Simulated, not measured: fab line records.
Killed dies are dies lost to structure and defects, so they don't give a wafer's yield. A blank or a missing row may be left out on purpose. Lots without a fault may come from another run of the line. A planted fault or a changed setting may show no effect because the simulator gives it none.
Matching of chambers + flow nandHarc + 4 sister chambers for NHARC_A_CHANNEL_FILL_D1_ALD_16 on aldHk-02
The step deposits SiO2, target thk 1.5 nm, pulse time 10 s, ald cycles 15. 20 wafers are shown with their chamber, then 10 later ones without.

== WAFERS WITH THEIR CHAMBER ==
| wafer  | chamber | heaterPowerW (W) | precursorPulseHeightRel |
|--------|---------|------------------|-------------------------|
| L074.1 | 3       | 469              | 0.995                   |
| L074.2 | 1       | 514              | 1.002                   |
| L074.5 | 1       | 518              | 1.007                   |
| L075.3 | 2       | 474              | 1.029                   |
| L075.5 | 1       | 506              | 1.006                   |
| L075.6 | 2       | 479              | 1.005                   |
| L076.1 | 3       | 475              | 1.015                   |
| L076.2 | 1       | 492              | 0.994                   |
| L076.3 | 0       | 420              | 0.975                   |
| L078.2 | 1       | 512              | 1.001                   |
| L078.4 | 3       | 485              | 1.032                   |
| L078.5 | 3       | 466              | 1.007                   |
| L080.3 | 1       | 507              | 1.004                   |
| L080.5 | 1       | 506              | 0.957                   |
| L080.6 | 2       | 474              | 1.019                   |
| L083.1 | 0       | 432              | 1.005                   |
| L083.5 | 2       | 485              | 1.023                   |
| L083.6 | 1       | 507              | 0.982                   |
| L089.3 | 0       | 408              | 1.024                   |
| L089.5 | 3       | 443              | 1.021                   |

SIGNATURES, as means of the wafers listed above
| reading                 | chamber 0 | chamber 1 | chamber 2 | chamber 3 | scatter within a chamber |
|-------------------------|-----------|-----------|-----------|-----------|--------------------------|
| heaterPowerW            | 420.00    | 507.75    | 478.00    | 467.60    | 10.5                     |
| precursorPulseHeightRel | 1.00133   | 0.99412   | 1.01900   | 1.01400   | 0.0165                   |
Rule: a wafer's distance from a chamber is the root of the sum, over the readings, of the square of ((its reading less the chamber's mean) divided by the reading's scatter). If the next closest chamber is less than 2 further off than the closest, the wafer can't be placed; otherwise it belongs to the closest. The scatter: take each reading less its chamber's mean, square it, sum over the shown wafers, divide by the number of wafers less the number of chambers, and take the root.

== WAFERS MISSING THEIR CHAMBER ==
| wafer  | heaterPowerW (W) | precursorPulseHeightRel |
|--------|------------------|-------------------------|
| L089.6 | 482              | 0.999                   |
| L091.1 | 474              | 0.978                   |
| L091.5 | 438              | 0.974                   |
| L091.6 | 412              | 1.003                   |
| L093.2 | 485              | 0.966                   |
| L093.4 | 410              | 1.005                   |
| L093.6 | 490              | 0.994                   |
| L096.1 | 482              | 1.008                   |
| L096.4 | 404              | 0.990                   |
| L096.6 | 458              | 1.006                   |

== EACH ONE'S CHAMBER ==
| wafer  | from the rows above          | in truth |
|--------|------------------------------|----------|
| L089.6 | can't be placed: 2 or 3 or 1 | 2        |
| L091.1 | can't be placed: 3 or 2 or 1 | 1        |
| L091.5 | can't be placed: 0 or 3      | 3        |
| L091.6 | 0                            | 0        |
| L093.2 | can't be placed: 1 or 2 or 3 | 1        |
| L093.4 | 0                            | 0        |
| L093.6 | can't be placed: 1 or 2 or 3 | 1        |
| L096.1 | can't be placed: 2 or 3 or 1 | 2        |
| L096.4 | 0                            | 0        |
| L096.6 | can't be placed: 3 or 2      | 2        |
3 of 10 placed correctly. Cannot be placed on the basis of these rows: 7; the candidates contain the true chamber in 7. Number placed wrongly: 0.
